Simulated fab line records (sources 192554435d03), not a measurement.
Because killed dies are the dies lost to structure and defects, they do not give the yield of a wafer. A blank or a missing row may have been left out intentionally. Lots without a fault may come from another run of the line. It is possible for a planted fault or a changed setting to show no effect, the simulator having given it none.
Lot-split experiment    flow n5Finfet    route with 1938 steps; 7 lots, 21 wafers read

## THE SPLIT
At N5_SDB_COAT_03 (time 60 s, resist thk 100 nm), the setting spinRpm was moved away from the recipe's 1500 rpm on 7 of the 21 wafers read, by +3.7% to +8.8%. This setting was run at the recipe's value on the other wafers.

## FROM THE SPLIT TO THE READING: what the file shows between them, 9 steps
- N5_SDB_EXPOSE_08: exposes mask SDB (also split here: doseMj)
- N5_SDB_PEB_09: peb time 60 s
- N5_SDB_DEVELOP_10: develop time 30 s
- N5_SDB_CD_MEAS_11: target cd 50 nm
- N5_SDB_DESCUM_16: chemistry O2, time 7.9 s
- N5_SDB_ETCH_17: etches SiARC in CF4, target depth 23.4 nm, time 39 s
- N5_SDB_ETCH_18: etches SOC in N2/H2, target depth 100 nm, overetch 20 nm, time 150 s
- N5_SDB_STRIP_19: strips in N2/H2
- N5_SDB_STRIP_21: strips in CF4

## THE READING
SOC_of_SDB_COAT_03.thkNm (the simulator's own value, which no gauge read), in nm, at N5_SDB_HM_OPEN_20 (chemistry CH3F/O2, target SiNx, stops on poly-Si, target depth 24 nm). The file gives no usual value for it. Here, 14 wafers ran the recipe; their average is 84.1 nm with a standard deviation of 0.4 nm.

wafer   tool, chamber at the split  spinRpm as run, rpm  against the recipe  SOC_of_SDB_COAT_03.thkNm, nm  against lot-mates on the recipe
L076.2  lithoTrack-02, 0            1500                 recipe              83.8                          -
L076.3  lithoTrack-02, 0            1500                 recipe              83.6                          -
L076.6  lithoTrack-02, 0            1500                 recipe              84                            -
L086.1  lithoTrack-04, 0            1500                 recipe              83.8                          -
L086.6  lithoTrack-04, 0            1500                 recipe              83.8                          -
L086.5  lithoTrack-04, 0            1580                 +5.3%               81.6                          -2.2
L087.1  lithoTrack-04, 0            1632                 +8.8%               80                            -4.4
L087.4  lithoTrack-04, 0            1632                 +8.8%               80                            -4.4
L087.2  lithoTrack-04, 0            1500                 recipe              84.4                          -
L088.1  lithoTrack-02, 0            1500                 recipe              84.2                          -
L088.5  lithoTrack-02, 0            1500                 recipe              83.6                          -
L088.6  lithoTrack-02, 0            1500                 recipe              83.6                          -
L089.1  lithoTrack-01, 0            1500                 recipe              85                            -
L089.2  lithoTrack-01, 0            1556                 +3.7%               82                            -3.0
L089.3  lithoTrack-01, 0            1556                 +3.7%               83                            -2.0
L094.1  lithoTrack-04, 0            1500                 recipe              84.4                          -
L094.6  lithoTrack-04, 0            1500                 recipe              84.4                          -
L094.3  lithoTrack-04, 0            1500                 recipe              83.8                          -
L095.2  lithoTrack-04, 0            1600                 +6.7%               81                            -3.4
L095.3  lithoTrack-04, 0            1600                 +6.7%               80.6                          -3.8
L095.4  lithoTrack-04, 0            1500                 recipe              84.4                          -

FIT RESULTS
A straight line over all 21 wafers: SOC_of_SDB_COAT_03.thkNm changes by -0.466 nm for each +1% of spinRpm; r = -0.97; the points scatter about the line by 0.4 nm.
The same after taking each lot's own level away (the mean of its wafers on the recipe; 21 wafers): -0.514 nm for each +1%; r = -0.98; scatter 0.34 nm.
Per that fit: largest spinRpm move, reading shift of 4.5 nm.
From 83.80 to 85.00 nm: that is the span of the lots' own levels, equal to 3.0 times the standard deviation above.
Hence the lot-to-lot level has little effect on the slope; both slopes agree.
Check: with one of the wafers moved furthest among these (+8.8%) left out of the fit, the line predicts -4.62 nm for it against its lot-mates. Against them it came out at -4.4 nm.

## THE OTHER SPLITS THESE WAFERS WENT THROUGH
Other splits were also applied to these wafers ahead of the reading. Each is held against what the fit with the lots' levels taken away leaves over:
other split on the same wafers  wafers away from the commonest value  r with SOC_of_SDB_COAT_03.thkNm (lot level and that fit taken away)
N5_WELL_APT_EXPOSE_22 doseMj    10                                    -0.16
N5_WELL_APT_DESCUM_30 timeS     9                                     +0.22
N5_FIN_SAQP_COAT_49 spinRpm     10                                    -0.08
N5_DUMMY_GATE_HM_DEP_06 timeS   6                                     +0.12
N5_DUMMY_GATE_EXPOSE_12 doseMj  7                                     +0.12
N5_SD_EPI_N_PEB_07 pebTempC     5                                     +0.11
N5_SDB_EXPOSE_08 doseMj         6                                     -0.31

## THE WHOLE CHAIN: every reading that the file lists as answering this split, in the file's order
step               what it does                                                          reading                                                                    change (the file's fit)                r (the file's)
N5_SDB_COAT_03     time 60 s, resist thk 100 nm                                          SOC_of_SDB_COAT_03.thkNm (the simulator's own value, which no gauge read)  -0.491 nm for each +1% of the setting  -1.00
N5_SDB_ETCH_18     etches SOC in N2/H2, target depth 100 nm, overetch 20 nm, time 150 s  etch.depthNm (the simulator's own value, which no gauge read)              -0.499 nm for each +1% of the setting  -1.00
N5_SDB_HM_OPEN_20  chemistry CH3F/O2, target SiNx, stops on poly-Si, target depth 24 nm  SOC_of_SDB_COAT_03.thkNm (the simulator's own value, which no gauge read)  -0.51 nm for each +1% of the setting   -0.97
N5_SDB_STRIP_22    strips in N2/H2                                                       stripTimeToEndpointS                                                       withheld for each +1% of the setting   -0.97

## THE FILE'S OWN FIT
SOC_of_SDB_COAT_03.thkNm changes by -0.51 nm for each +1% of spinRpm, r = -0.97.
